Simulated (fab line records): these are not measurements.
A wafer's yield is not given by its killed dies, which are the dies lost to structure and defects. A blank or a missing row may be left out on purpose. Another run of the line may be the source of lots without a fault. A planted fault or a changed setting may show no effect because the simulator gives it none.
A single fault, viewed from 3 desks | flow nand harc | every desk sees just its own numbers, and what lay behind them comes last

== THE TOOL OWNER'S DESK: rie si-04 ==
The tool's own readings at NHARC_P_STI_ETCH_15 (etches the open film in HBr/Cl2, target depth 300 nm, time 100.1 s): means of the sampled wafers that have a number, for each lot that ran on this tool. Marked OUT: a lot whose mean sits more than 4 standard deviations from the usual mean, which makes it out of limits; the brackets give that distance.
Columns: A = drypump motor current A at NHARC_P_STI_ETCH_15, usual 5.6 A; B = he backside leak sccm at NHARC_P_STI_ETCH_15, usual 2.65 sccm; C = oes product au at NHARC_P_STI_ETCH_15, usual 0.999 a.u.; D = throttle valve pct at NHARC_P_STI_ETCH_15, usual 26.406 %
lot  | first seen here | A   | B    | C                | D
L341 | day 3 01:33     | 5.5 | 2.57 | 1.000            | 26.401
L346 | day 4 22:52     | 5.2 | 2.50 | 0.994            | 26.400
L347 | day 5 08:04     | 5.2 | 2.56 | 0.997            | 26.396
L350 | day 6 16:29     | 5.2 | 2.70 | 1.005            | 26.410
L355 | day 8 15:23     | 5.6 | 2.52 | 0.975            | 26.408
L357 | day 9 16:23     | 4.9 | 2.60 | 0.974            | 26.402
L358 | day 9 22:44     | 5.2 | 2.54 | 0.966 (-4.4) OUT | 26.403
This desk finds L358 out of limits, L358 being first, at day 9 22:44 (oes product au at NHARC_P_STI_ETCH_15). L341, L346, L347, L350, L355, L357 stayed within limits.

== THE DEFECT DESK ==
Counts from the inspections along the route, per lot, as means over the sampled wafers that have a number. Marked OUT: a lot whose mean sits more than 4 standard deviations from the usual mean, which makes it out of limits; the brackets give that distance.
Columns: A = raw defect count at NHARC_P_STI_INSPECT_11, usual 5.5
lot  | first seen here | A
L341 | day 3 01:05     | 3.7
L342 | day 3 09:53     | 8.0
L344 | day 4 01:57     | 7.7
L346 | day 4 22:27     | 3.3
L347 | day 5 07:40     | 6.3
L350 | day 6 16:05     | 8.7
L355 | day 8 14:58     | 10.0
L357 | day 9 15:59     | 3.3
L358 | day 9 22:20     | 3.7
L361 | day 11 10:23    | 4.3
L363 | day 11 22:46    | 5.0
L364 | day 12 08:44    | 4.0
Result from this desk: across the 12 lots, nothing is out of limits.

== METROLOGY DESK ==
Means of the sampled wafers that have a number, per lot and without regard to the tool the lot ran on: this is what the gauges read. Marked OUT: a lot whose mean sits more than 4 standard deviations from the usual mean, which makes it out of limits; the brackets give that distance.
Columns: A = overlay x nm at NHARC_P_STI_OVL_MEAS_10, usual -2 nm; B = overlay y nm at NHARC_P_STI_OVL_MEAS_10, usual 0 nm; C = trench depth nm at NHARC_P_STI_OCD_MEAS_17, usual 300.7 nm; D = trench foot cd nm at NHARC_P_STI_OCD_MEAS_17, usual 157.6 nm
lot  | first seen here | A   | B  | C                | D
L341 | day 3 01:02     | -9  | 5  | 300.9            | 158.2
L342 | day 3 09:50     | -4  | -7 | 303.0            | 154.7
L344 | day 4 01:55     | -9  | -3 | 303.5            | 157.3
L346 | day 4 22:25     | -9  | -4 | 298.8            | 156.7
L347 | day 5 07:37     | 1   | 0  | 300.2            | 156.2
L350 | day 6 16:03     | 10  | 11 | 303.5            | 156.3
L355 | day 8 14:55     | 5   | 6  | 288.9 (-4.1) OUT | 160.7
L357 | day 9 15:56     | 16  | 0  | 287.6 (-4.5) OUT | 161.5
L358 | day 9 22:17     | 6   | -8 | 284.9 (-5.4) OUT | 161.7
L361 | day 11 10:21    | -5  | 3  | 299.4            | 155.8
L363 | day 11 22:44    | -12 | -0 | 300.9            | 156.5
L364 | day 12 08:41    | -11 | 6  | 299.0            | 157.0
This desk finds L355, L357, L358 out of limits, L355 being first, at day 8 15:37 (trench depth nm at NHARC_P_STI_OCD_MEAS_17). L341, L342, L344, L346, L347, L350, L361, L363, L364 stayed within limits.

== ALL TOGETHER ==
At day 8 15:37 the metrology desk could have sounded an alarm, on L355, L357, L358.
The tool owner's desk could have raised an alarm at day 9 22:44, on L358.
Nothing the defect desk looked at was out of limits.
The tool owner's desk has L355, L357 on record, within its limits.
The defect desk has L355, L357, L358 on record, within its limits.
NHARC_P_STI_ETCH_15 was run on rie si-04 by each of the lots named.

== WHAT THE SIMULATOR PUT IN ==
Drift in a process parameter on rie si-04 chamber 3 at NHARC_P_STI_ETCH_15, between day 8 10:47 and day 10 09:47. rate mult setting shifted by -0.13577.
Lots struck among those shown: L355, L357, L358.
Hours from the fault's start to each desk's first reading out of limits: the metrology desk, 5; the tool owner's desk, 36.
